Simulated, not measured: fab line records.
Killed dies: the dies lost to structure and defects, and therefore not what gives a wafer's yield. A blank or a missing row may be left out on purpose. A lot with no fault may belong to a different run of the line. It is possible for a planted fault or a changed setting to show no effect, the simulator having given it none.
Matching of chambers	flow nand_harc	NHARC_HYBRID_BOND_ACTIVATE_00 on rie_diel-08: 4 sister chambers
The step chemistry N2, time 60 s. 4 wafers are shown with their chamber, then 8 later ones without.

== WAFERS, EACH WITH ITS CHAMBER ==
wafer	chamber	drypump_motor_current_A (A)
L102.2	3	6.2
L102.4	0	5.7
L105.5	2	5.1
L106.3	1	5.7

== WAFERS MISSING THEIR CHAMBER ==
wafer	drypump_motor_current_A (A)
L106.4	6.2
L106.6	5.8
L111.2	5.1
L111.4	5.7
L111.6	6.2
L118.1	5.1
L118.2	5.7
L118.5	5.7

== WHICH CHAMBER EACH ONE RAN IN ==
wafer	from the rows above	in truth
L106.4	3	3
L106.6	can't be placed: 0 or 1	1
L111.2	2	2
L111.4	can't be placed: 0 or 1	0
L111.6	3	3
L118.1	2	2
L118.2	can't be placed: 0 or 1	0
L118.5	can't be placed: 0 or 1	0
4 of 8 placed correctly. Cannot be placed on the basis of these rows: 4; the candidates contain the true chamber in 4. 0 placed wrongly.
How it was worked out, from the rows above alone: a wafer's distance from a chamber is the root of the sum, over the readings, of the square of ((its reading less the chamber's mean) divided by the reading's scatter). If the next closest chamber is less than 2 further off than the closest, the wafer can't be placed; otherwise it belongs to the closest. For every chamber, the mean is computed from those of its wafers that are shown. The scatter (one wafer shown for each chamber): square how far every hidden wafer sits from the nearest shown wafer, average those squares and take the square root.
